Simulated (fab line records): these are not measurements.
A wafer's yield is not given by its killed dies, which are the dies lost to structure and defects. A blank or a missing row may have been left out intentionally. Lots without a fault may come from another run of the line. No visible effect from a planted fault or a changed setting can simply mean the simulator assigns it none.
Which tool was responsible?	flow n5Finfet	27 wafers from 9 lots sampled at 6 of the route's 1938 steps

== WHAT THE GAUGES SHOWED, per wafer ==
N5_SPACER0_INSPECT_04: inspects for defects (darkfield).
lot	measured	on	rawDefectCount
L075	day 3 07:24	defectInspect-01	70 90 138
L078	day 3 22:40	defectInspect-02	145 159 176
L080	day 4 13:11	defectInspect-01	116 127 170
L083	day 5 08:26	defectInspect-01	90 115 115
L085	day 5 21:10	defectInspect-01	126 181 207
L087	day 6 07:42	defectInspect-01	126 147 149
L089	day 6 18:56	defectInspect-01	124 101 156
L092	day 7 12:10	defectInspect-02	113 146 188
L096	day 8 17:11	defectInspect-01	98 154 89

== WHICH TOOL RAN EACH LOT (tool, then ch and the chambers of the sampled wafers, then the start) ==
lot	N5_FIN_CUT_CUT_ETCH_26	N5_DUMMY_GATE_ETCH_29	N5_DUMMY_GATE_ETCH_36	N5_DUMMY_GATE_TRIM_49	N5_DUMMY_GATE_STRIP_48
L075	rieDiel-01 ch 0,2,3, day 2 09:34	rieDiel-02 ch 1,2,3, day 3 04:59	rieDiel-02 ch 1,2,3, day 3 05:02	rieSi-03 ch 0,2,3, day 3 05:09	rieDiel-02 ch 0,1,2, day 3 05:53
L078	rieDiel-05 ch 1,2, day 3 02:54	rieDiel-05 ch 0,1,2, day 3 20:47	rieDiel-05 ch 0,1,2, day 3 20:49	rieSi-01 ch 1,2,3, day 3 20:55	rieDiel-01 ch 2,3, day 3 21:43
L080	rieDiel-05 ch 0,2,3, day 3 14:41	rieDiel-05 ch 1,2,3, day 4 11:16	rieDiel-05 ch 1,2,3, day 4 11:19	rieSi-03 ch 0,1,2, day 4 11:26	rieDiel-02 ch 0,1,2, day 4 12:23
L083	rieDiel-02 ch 1,2,3, day 4 10:40	rieDiel-05 ch 0,1,2, day 5 06:44	rieDiel-05 ch 0,1,2, day 5 06:47	rieSi-01 ch 1,2, day 5 06:54	rieDiel-02 ch 0,1,3, day 5 07:38
L085	rieDiel-02 ch 0,1,2, day 4 23:02	rieDiel-05 ch 0,2,3, day 5 19:28	rieDiel-05 ch 0,2,3, day 5 19:30	rieSi-03 ch 0,3, day 5 19:38	rieDiel-05 ch 1,2,3, day 5 20:22
L087	rieDiel-01 ch 1,3, day 5 11:35	rieDiel-01 ch 0,2,3, day 6 06:01	rieDiel-01 ch 0,2,3, day 6 06:03	rieSi-01 ch 1,3, day 6 06:10	rieDiel-02 ch 1,2,3, day 6 06:55
L089	rieDiel-05 ch 0,1,2, day 5 20:52	rieDiel-02 ch 1,3, day 6 17:02	rieDiel-02 ch 1,3, day 6 17:04	rieSi-04 ch 1,2,3, day 6 17:11	rieDiel-05 ch 0,1,2, day 6 18:08
L092	rieDiel-01 ch 0,1,2, day 6 16:25	rieDiel-05 ch 1,2,3, day 7 10:23	rieDiel-05 ch 1,2,3, day 7 10:25	rieSi-04 ch 0,2,3, day 7 10:32	rieDiel-01 ch 0,1,3, day 7 11:17
L096	rieDiel-02 ch 0,1, day 7 15:27	rieDiel-01 ch 0,2,3, day 8 13:20	rieDiel-01 ch 0,2,3, day 8 13:22	rieSi-01 ch 0,2,3, day 8 13:29	rieDiel-01 ch 0,2,3, day 8 14:18
- N5_FIN_CUT_CUT_ETCH_26: etches SiNx in CH3F/O2, target depth 39 nm, time 55.7 s.
- N5_DUMMY_GATE_ETCH_29: etches underlayer in N2/H2, target depth 13 nm.
- N5_DUMMY_GATE_ETCH_36: etches SiARC in CF4, target depth 13 nm.
- N5_DUMMY_GATE_TRIM_49: chemistry O2, time 29 s, target cd 14 nm.
- N5_DUMMY_GATE_STRIP_48: strips in N2/H2, time 20 s.

== THE ANSWER, worked out from the rows above alone ==
Rule: what is usual is taken from the lots themselves. The widest of any qualifying gaps counts: lots, ordered by their means at a reading, are off when they make up no more than a third of the lots, leave a main group of 4 or more, and stand apart from it by 3 or more times the standard deviation of that group's means. A main group is skipped when, at the precision printed for the reading in the tables above, its means are all equal. A lot without any number at a reading at which 4 lots or more have one is off too. All remaining lots with rows at the step are treated as sound.
Across all readings shown, no lot is off: no conclusion can be drawn from this.

== WHAT THE SIMULATOR PUT IN ==
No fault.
